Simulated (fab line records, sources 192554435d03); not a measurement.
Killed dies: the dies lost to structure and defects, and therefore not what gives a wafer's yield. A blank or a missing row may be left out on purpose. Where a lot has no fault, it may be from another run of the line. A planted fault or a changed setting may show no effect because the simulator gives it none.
The tool behind it: which one? | flow n5 finfet | Sampling: 9 lots, 27 wafers, 5 of 1938 route steps

## WHAT THE GAUGES SHOWED, per wafer
N5_BEOL_M4_RC_MEAS_101.
lot  | measured     | on        | DIBL_N (mV/V)
L405 | day 8 07:10  | prober-01 | 37.2 37.2 37.5
L408 | day 9 09:47  | prober-01 | 37.5 39.0 37.6
L409 | day 9 07:05  | prober-01 | 37.5 35.5 38.3
L414 | day 10 12:55 | prober-01 | 34.6 36.2 35.7
L419 | day 11 21:12 | prober-02 | 37.7 35.0 35.7
L420 | day 12 02:36 | prober-01 | 36.4 34.9 35.2
L423 | day 12 22:25 | prober-01 | 39.8 38.6 38.2
L424 | day 13 15:14 | prober-02 | 35.1 36.0 35.1
L426 | day 13 18:05 | prober-01 | 37.4 40.3 36.6

## WHAT TOOL EACH LOT RAN ON (gives the tool, then ch and the chambers of the sampled wafers, and finally the start)
lot  | N5_BEOL_M0_SAQP_ETCH_106           | N5_BEOL_M0_SAQP_STRIP_108          | N5_BEOL_M0_SAQP_MANDREL2_REMOVE_110 | N5_BEOL_M0_SAQP_COAT_69
L405 | rie diel-05 ch 0,1,3, day 5 22:49  | rie diel-05 ch 0,1,3, day 5 22:55  | rie si-01 ch 1,2, day 6 00:23       | litho track-03 ch 0, day 6 00:31
L408 | rie diel-05 ch 0,1,3, day 6 21:03  | rie diel-05 ch 0,1,3, day 6 21:09  | rie si-03 ch 0,2,3, day 6 22:05     | litho track-02 ch 0, day 6 22:14
L409 | rie diel-05 ch 0,1,3, day 7 02:15  | rie diel-05 ch 0,1,3, day 7 02:21  | rie si-03 ch 0,2, day 7 03:11       | litho track-02 ch 0, day 7 03:20
L414 | rie diel-05 ch 1,2,3, day 8 12:02  | rie diel-05 ch 1,2,3, day 8 12:08  | rie si-04 ch 2,3, day 8 12:58       | litho track-02 ch 0, day 8 13:07
L419 | rie diel-02 ch 1,2, day 9 13:14    | rie diel-02 ch 1,2, day 9 13:20    | rie si-03 ch 0,1, day 9 14:19       | litho track-02 ch 0, day 9 14:28
L420 | rie diel-05 ch 0,2,3, day 9 17:41  | rie diel-05 ch 0,2,3, day 9 17:47  | rie si-01 ch 1,2,3, day 9 18:38     | litho track-02 ch 0, day 9 18:47
L423 | rie diel-05 ch 2,3, day 10 11:40   | rie diel-05 ch 2,3, day 10 11:46   | rie si-04 ch 0,1,3, day 10 12:37    | litho track-05 ch 0, day 10 12:46
L424 | rie diel-01 ch 0,3, day 10 22:58   | rie diel-01 ch 0,3, day 10 23:04   | rie si-01 ch 0,1, day 10 23:54      | litho track-05 ch 0, day 11 00:02
L426 | rie diel-05 ch 0,1,3, day 11 12:32 | rie diel-05 ch 0,1,3, day 11 12:38 | rie si-03 ch 1,3, day 11 14:00      | litho track-05 ch 0, day 11 14:08
- N5_BEOL_M0_SAQP_ETCH_106: etches SOC in N2/H2, stops on SiNx, target depth 150 nm.
- N5_BEOL_M0_SAQP_STRIP_108: strips in N2/H2.
- N5_BEOL_M0_SAQP_MANDREL2_REMOVE_110: chemistry HBr/Cl2/O2, target a-Si, stops on SiCN, bt time 10 s.
- N5_BEOL_M0_SAQP_COAT_69: time 60 s, resist thk 90 nm.

## THE ANSWER, worked out from the rows above alone
Rule: the usual values come from the lots themselves. Put in order of their means at a reading, lots are off if they are a third of the lots or fewer, leave a main group of 4 or more, and stand apart from it by a gap of 3 or more times the standard deviation of the main group's means; of several such gaps the widest counts. Not used: any main group whose means are identical at the precision the tables above print for the reading. A lot without any number at a reading at which 4 lots or more have one is off too. Any other lot the step has rows for is counted as sound.
Across all readings shown, no lot is off: no conclusion can be drawn from this.

## WHAT THE SIMULATOR PUT IN
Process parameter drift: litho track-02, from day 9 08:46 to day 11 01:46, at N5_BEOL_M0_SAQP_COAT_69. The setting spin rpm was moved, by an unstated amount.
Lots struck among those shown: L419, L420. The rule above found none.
